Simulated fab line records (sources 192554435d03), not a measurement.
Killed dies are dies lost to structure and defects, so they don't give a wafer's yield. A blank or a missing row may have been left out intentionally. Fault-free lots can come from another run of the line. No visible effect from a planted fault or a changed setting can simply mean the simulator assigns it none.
What tool caused it? | flow n5_finfet | 8 lots with 19 wafers sampled at 8 steps, on a route of 1938 steps

== WHAT THE GAUGES READ, wafer by wafer ==
N5_BEOL_M13_CD_MEAS_17 targets a cd of 190 nm.
lot  | measured     | on        | cd_nm (nm)
L911 | day 10 23:17 | cd_sem-01 | 189.2 193.3 192.0
L912 | day 11 13:59 | cd_sem-03 | 189.5 189.3
L916 | day 12 05:48 | cd_sem-02 | 191.9 191.1 189.1
L921 | day 13 17:46 | cd_sem-01 | 190.0 192.2
L919 | day 13 18:49 | cd_sem-01 | 188.9 190.5 191.0
L925 | day 15 08:13 | cd_sem-03 | 187.5 188.7
L926 | day 15 11:39 | cd_sem-01 | 191.7 192.7
L930 | day 16 12:56 | cd_sem-02 | 190.7 190.2

N5_BEOL_M13_OCD_MEAS_35.
lot  | measured     | on     | trench_depth_nm (nm)
L911 | day 11 00:16 | ocd-01 | 419 420 417
L912 | day 11 14:58 | ocd-02 | 410 412
L916 | day 12 07:05 | ocd-01 | 414 409 410
L921 | day 13 18:53 | ocd-02 | 371 407
L919 | day 13 19:56 | ocd-02 | 423 421 420
L925 | day 15 09:58 | ocd-01 | 408 361
L926 | day 15 12:38 | ocd-01 | 423 373
L930 | day 16 14:04 | ocd-02 | 405 406

N5_BEOL_M13_THK_MEAS_50: measures by xrf.
lot  | measured     | on            | M13_THK (nm)
L911 | day 11 02:19 | film_metro-02 | 448 452 448
L912 | day 11 17:15 | film_metro-01 | 430 428
L916 | day 12 09:30 | film_metro-01 | 439 435 435
L921 | day 13 23:01 | film_metro-01 | 397 437
L919 | day 13 23:34 | film_metro-01 | 458 457 456
L925 | day 15 12:17 | film_metro-02 | 435 384
L926 | day 15 16:34 | film_metro-01 | 449 395
L930 | day 16 19:35 | film_metro-01 | 437 440

N5_BEOL_M13_RS_MEAS_54: uses a four-point probe to measure.
lot  | measured     | on            | M13_RS (ohm/sq)
L911 | day 11 02:27 | film_metro-01 | 0.0444 0.0441 0.0447
L912 | day 11 17:23 | film_metro-01 | 0.0457 0.0453
L916 | day 12 09:38 | film_metro-01 | 0.0449 0.0454 0.0452
L921 | day 13 23:08 | film_metro-01 | 0.0502 0.0459
L919 | day 13 23:42 | film_metro-02 | 0.0437 0.0440 0.0441
L925 | day 15 12:25 | film_metro-02 | 0.0455 0.0516
L926 | day 15 16:42 | film_metro-01 | 0.0438 0.0496
L930 | day 16 19:42 | film_metro-01 | 0.0459 0.0458

N5_BEOL_M15_RC_MEAS_101.
lot  | measured     | on        | COMB_M10 (S/m)          | COMB_M11 (S/m)            | COMB_M12 (S/m)          | COMB_M13 (S/m)          | COMB_M14 (S/m)          | COMB_M15 (S/m)          | COMB_M15_max_site (S/m) | COMB_M5 (S/m)           | COMB_M6 (S/m)           | COMB_M7 (S/m)           | COMB_M8 (S/m)           | COMB_M9 (S/m)           | SERP_M10 (ohm/um) | SERP_M11 (ohm/um) | SERP_M12 (ohm/um) | SERP_M13 (ohm/um) | SERP_M13_max_site (ohm/um) | SERP_M14 (ohm/um) | SERP_M5 (ohm/um) | SERP_M6 (ohm/um) | SERP_M7 (ohm/um) | SERP_M8 (ohm/um) | SERP_M8_max_site (ohm/um) | SERP_M9 (ohm/um)
L911 | day 11 18:00 | prober-01 | 1.5e-11 2.3e-11 1.6e-11 | 1.21e-11 1.04e-11 9.8e-12 | 4.8e-12 5e-12 4.1e-12   | 3.9e-12 5.4e-12 7e-12   | 2.6e-12 5e-12 2.8e-12   | 2.3e-12 1.8e-12 1.5e-12 | 3.2e-12 3.2e-12 2.1e-12 | 2.7e-11 3.6e-11 3e-11   | 2.1e-11 2.5e-11 2.3e-11 | 1.9e-11 2.9e-11 2.2e-11 | 3.4e-11 2.7e-11 3e-11   | 1.3e-11 1.2e-11 1.7e-11 | 3.03 3.06 3.08    | 2.91 3.05 3.01    | 0.627 0.615 0.614 | 0.306 0.301 0.305 | 0.309 0.306 0.306          | 0.161 0.158 0.162 | 37.7 40.8 39.8   | 12.6 13.2 12.8   | 14.2 13.0 14.1   | 12.8 13.0 12.6   | 13.4 13.7 13.2            | 3.07 3.02 3.12
L912 | day 12 05:08 | prober-01 | 1.2e-11 1.5e-11         | 9e-12 1.97e-11            | 6.4e-12 5e-12           | 5.9e-12 5.2e-12         | 2.7e-12 4.4e-12         | 2.2e-12 1.7e-12         | 2.9e-12 2.7e-12         | 4.6e-11 4.7e-11         | 3e-11 2.8e-11           | 2e-11 1.9e-11           | 3.7e-11 2.2e-11         | 1.2e-11 1.2e-11         | 2.92 2.74         | 3.07 3.07         | 0.607 0.626       | 0.311 0.311       | 0.313 0.314                | 0.156 0.156       | 37.7 37.1        | 14.2 13.7        | 14.4 14.0        | 12.4 14.0        | 13.1 15.4                 | 3.04 3.07
L916 | day 12 21:15 | prober-01 | 1.1e-11 1.6e-11 1.4e-11 | 1.2e-11 1.65e-11 1.37e-11 | 1.1e-11 6.1e-12 9.1e-12 | 3.9e-12 5.3e-12 3.5e-12 | 3.4e-12 4.1e-12 3.4e-12 | 1.4e-12 2.3e-12 3.1e-12 | 2.5e-12 4.4e-12 3.9e-12 | 3.5e-11 4.5e-11 5.2e-11 | 2e-11 2.4e-11 3e-11     | 2.5e-11 2.3e-11 1.9e-11 | 1.8e-11 2.6e-11 1.8e-11 | 1.2e-11 1.4e-11 1.5e-11 | 3.01 3.04 2.90    | 3.20 3.02 3.07    | 0.646 0.622 0.642 | 0.305 0.316 0.318 | 0.309 0.322 0.323          | 0.160 0.151 0.158 | 40.5 40.3 39.7   | 13.2 13.0 13.3   | 12.9 12.7 13.9   | 12.9 13.2 12.7   | 13.1 13.7 13.3            | 3.05 3.08 3.17
L921 | day 14 14:16 | prober-02 | 1.3e-11 1.8e-11         | 1.02e-11 8.8e-12          | 5.3e-12 5.5e-12         | 4e-12 3.9e-12           | 3.4e-12 3.4e-12         | 2e-12 1.8e-12           | 3.1e-12 3.1e-12         | 3.9e-11 4.4e-11         | 2.3e-11 1.4e-11         | 1.9e-11 2.6e-11         | 2.7e-11 2.7e-11         | 1.7e-11 1.6e-11         | 2.97 2.89         | 3.21 3.07         | 0.642 0.647       | 0.353 0.323       | 0.356 0.327                | 0.157 0.159       | 40.3 41.3        | 13.6 12.7        | 14.2 14.3        | 13.8 13.5        | 14.2 14.4                 | 2.96 3.02
L919 | day 14 18:44 | prober-01 | 1.3e-11 1.2e-11 1.5e-11 | 1.23e-11 9.5e-12 1.16e-11 | 5.4e-12 5.3e-12 7.7e-12 | 5e-12 5.9e-12 5.2e-12   | 2.9e-12 3.3e-12 3.3e-12 | 2.3e-12 1.8e-12 2.6e-12 | 3e-12 2.2e-12 3.6e-12   | 4.2e-11 3.6e-11 3.2e-11 | 2e-11 3e-11 2.7e-11     | 2e-11 2.1e-11 2.1e-11   | 2.4e-11 2.9e-11 2.9e-11 | 1.6e-11 1.4e-11 1.7e-11 | 3.07 3.11 2.99    | 3.10 3.07 2.97    | 0.628 0.624 0.607 | 0.298 0.302 0.301 | 0.301 0.306 0.304          | 0.150 0.161 0.150 | 40.5 38.9 39.6   | 13.8 12.6 14.1   | 13.0 13.3 14.1   | 12.7 12.2 12.2   | 13.4 12.9 12.3            | 2.98 3.13 2.93
L925 | day 16 03:01 | prober-01 | 1.3e-11 2.2e-11         | 1.55e-11 1.57e-11         | 8.7e-12 5.9e-12         | 3.4e-12 6.2e-12         | 3.2e-12 2.8e-12         | 2.3e-12 2.4e-12         | 3.5e-12 3.1e-12         | 2.6e-11 4.3e-11         | 2.5e-11 2.3e-11         | 3.4e-11 2.6e-11         | 2.8e-11 3.7e-11         | 1e-11 1e-11             | 2.91 3.01         | 3.05 3.03         | 0.624 0.656       | 0.319 0.357       | 0.321 0.360                | 0.152 0.160       | 39.5 39.7        | 12.5 12.7        | 13.1 13.2        | 13.3 13.1        | 13.8 13.7                 | 2.99 3.01
L926 | day 16 05:34 | prober-02 | 1.1e-11 1.1e-11         | 1.12e-11 1.09e-11         | 3.2e-12 4.2e-12         | 2.8e-12 3.3e-12         | 4.3e-12 2.7e-12         | 1.5e-12 1.9e-12         | 2e-12 3.1e-12           | 4.6e-11 4.5e-11         | 3.5e-11 2.5e-11         | 3.1e-11 2.6e-11         | 2.2e-11 2.9e-11         | 9e-12 1.3e-11           | 2.87 2.95         | 2.93 2.92         | 0.664 0.666       | 0.305 0.349       | 0.308 0.351                | 0.159 0.155       | 37.4 39.0        | 12.9 12.4        | 14.1 14.4        | 12.7 13.6        | 13.4 14.1                 | 2.97 3.09
L930 | day 17 08:01 | prober-02 | 1.6e-11 1.3e-11         | 1.07e-11 1.33e-11         | 4.5e-12 4.8e-12         | 2.3e-12 3.3e-12         | 1.8e-12 3.4e-12         | 2.2e-12 1.4e-12         | 3.3e-12 2.6e-12         | 3e-11 4e-11             | 1.9e-11 2.4e-11         | 2.3e-11 2.5e-11         | 2.3e-11 1.9e-11         | 1.5e-11 1.8e-11         | 3.09 3.13         | 3.09 3.13         | 0.641 0.631       | 0.321 0.326       | 0.326 0.330                | 0.154 0.161       | 40.0 38.8        | 13.7 13.4        | 12.6 12.4        | 13.1 13.6        | 14.2 13.9                 | 2.97 2.99

== WHICH TOOL RAN EACH LOT (tool, then ch and the chambers of the sampled wafers, then the start) ==
lot  | N5_BEOL_M13_DESCUM_15              | N5_BEOL_M13_TRENCH_ETCH_34       | N5_BEOL_M13_STRIP_37
L911 | rie_diel-04 ch 2,3, day 10 22:44   | rie_diel-05 ch 0,2, day 11 00:05 | plasma_asher-02 ch 0,1, day 11 00:19
L912 | rie_diel-04 ch 1,2, day 11 13:23   | rie_diel-04 ch 1,2, day 11 14:48 | plasma_asher-01 ch 0,1, day 11 15:01
L916 | rie_diel-04 ch 0,2,3, day 12 05:16 | rie_diel-04 ch 1,2, day 12 06:54 | plasma_asher-01 ch 0,1, day 12 07:07
L921 | rie_diel-01 ch 0,3, day 13 17:14   | rie_diel-04 ch 1,3, day 13 18:42 | plasma_asher-02 ch 0,1, day 13 18:55
L919 | rie_diel-05 ch 1,3, day 13 18:09   | rie_diel-01 ch 0,3, day 13 19:45 | plasma_asher-01 ch 0,1, day 13 19:59
L925 | rie_diel-04 ch 1,3, day 15 07:40   | rie_diel-04 ch 1,2, day 15 09:48 | plasma_asher-01 ch 0,1, day 15 10:02
L926 | rie_diel-01 ch 3, day 15 11:07     | rie_diel-04 ch 3, day 15 12:28   | plasma_asher-02 ch 0,1, day 15 12:41
L930 | rie_diel-05 ch 0,2, day 16 12:25   | rie_diel-05 ch 1,3, day 16 13:53 | plasma_asher-02 ch 0,1, day 16 14:07
- N5_BEOL_M13_DESCUM_15: chemistry O2, time 7.9 s.
- N5_BEOL_M13_TRENCH_ETCH_34: etches SiOC in C4F8/O2/Ar, target depth 413.47 nm, time 162.6 s.
- N5_BEOL_M13_STRIP_37: strips in N2/H2.

== AS READ BY THE TOOLS THEMSELVES (means over the sampled wafers that have a number; for cases with no such wafer, the mark the record gives instead) ==
N5_BEOL_M13_DESCUM_15.
lot  | tool        | drypump_motor_current_A (A) | oes_product_au (a.u.) | rf_vpp_V (V) | showerhead_plenum_p_Torr (Torr) | throttle_valve_pct (%)
L911 | rie_diel-04 | 6.1                         | 0.81                  | 243.3        | 2.04                            | 20.4
L912 | rie_diel-04 | 6.0                         | 0.73                  | 242.6        | 2.05                            | 20.6
L916 | rie_diel-04 | 6.1                         | 0.87                  | 241.8        | 2.08                            | 20.2
L921 | rie_diel-01 | 6.0                         | 0.81                  | 243.6        | 2.16                            | 20.5
L919 | rie_diel-05 | 6.0                         | 0.73                  | 241.9        | 2.02                            | 20.8
L925 | rie_diel-04 | 5.6                         | 0.81                  | 244.1        | 2.11                            | 20.2
L926 | rie_diel-01 | 5.2                         | 0.80                  | 243.1        | 2.12                            | 20.7
L930 | rie_diel-05 | 5.5                         | 0.73                  | 243.6        | 2.12                            | 20.2

N5_BEOL_M13_TRENCH_ETCH_34.
lot  | tool        | drypump_motor_current_A (A) | oes_product_au (a.u.) | rf_vpp_V (V) | showerhead_plenum_p_Torr (Torr) | throttle_valve_pct (%)
L911 | rie_diel-05 | 5.3                         | 0.75                  | 667.0        | 3.46                            | 24.0
L912 | rie_diel-04 | 6.0                         | 0.74                  | 663.0        | 3.38                            | 24.6
L916 | rie_diel-04 | 5.9                         | 0.74                  | 664.9        | 3.39                            | 24.5
L921 | rie_diel-04 | 5.5                         | 0.82                  | 666.9        | 3.46                            | 24.0
L919 | rie_diel-01 | 5.7                         | 0.81                  | 667.3        | 3.49                            | 24.3
L925 | rie_diel-04 | 6.0                         | 0.71                  | 662.3        | 3.36                            | 24.6
L926 | rie_diel-04 | 5.4                         | 0.88                  | 667.8        | 3.47                            | 23.8
L930 | rie_diel-05 | 6.0                         | 0.72                  | 664.3        | 3.34                            | 24.6

N5_BEOL_M13_STRIP_37.
lot  | tool            | drypump_motor_current_A (A) | h2_flow_sccm (sccm) | heater_power_w (W) | oes_product_au (a.u.)
L911 | plasma_asher-02 | 5.94                        | 3255                | 307                | 0.786
L912 | plasma_asher-01 | 5.31                        | 3256                | 358                | 0.786
L916 | plasma_asher-01 | 5.33                        | 3247                | 363                | 0.794
L921 | plasma_asher-02 | 5.89                        | 3248                | 315                | 0.778
L919 | plasma_asher-01 | 5.32                        | 3255                | 367                | 0.777
L925 | plasma_asher-01 | 5.31                        | 3262                | 360                | 0.785
L926 | plasma_asher-02 | 5.89                        | 3245                | 316                | 0.782
L930 | plasma_asher-02 | 5.88                        | 3249                | 308                | 0.781

== THE ANSWER, worked out from the rows above alone ==
Rule: what is usual is taken from the lots themselves. The widest of any qualifying gaps counts: lots, ordered by their means at a reading, are off when they make up no more than a third of the lots, leave a main group of 4 or more, and stand apart from it by 3 or more times the standard deviation of that group's means. If all means in a main group match to the digits the tables above print for the reading, that group is not used. Also off: a lot with no number at a reading for which 4 or more lots have one. Where the step has rows for the other lots, those lots are counted as sound. First the gauges in route order, then the tools' own readings, where a lot's mean is used as printed above. At the first step where some lot is off, the reading lying furthest off is the one used; lots without a number count as furthest.
No lot is off at any reading shown: from this, nothing can be told.

== WHAT WAS PUT IN BY THE SIMULATOR ==
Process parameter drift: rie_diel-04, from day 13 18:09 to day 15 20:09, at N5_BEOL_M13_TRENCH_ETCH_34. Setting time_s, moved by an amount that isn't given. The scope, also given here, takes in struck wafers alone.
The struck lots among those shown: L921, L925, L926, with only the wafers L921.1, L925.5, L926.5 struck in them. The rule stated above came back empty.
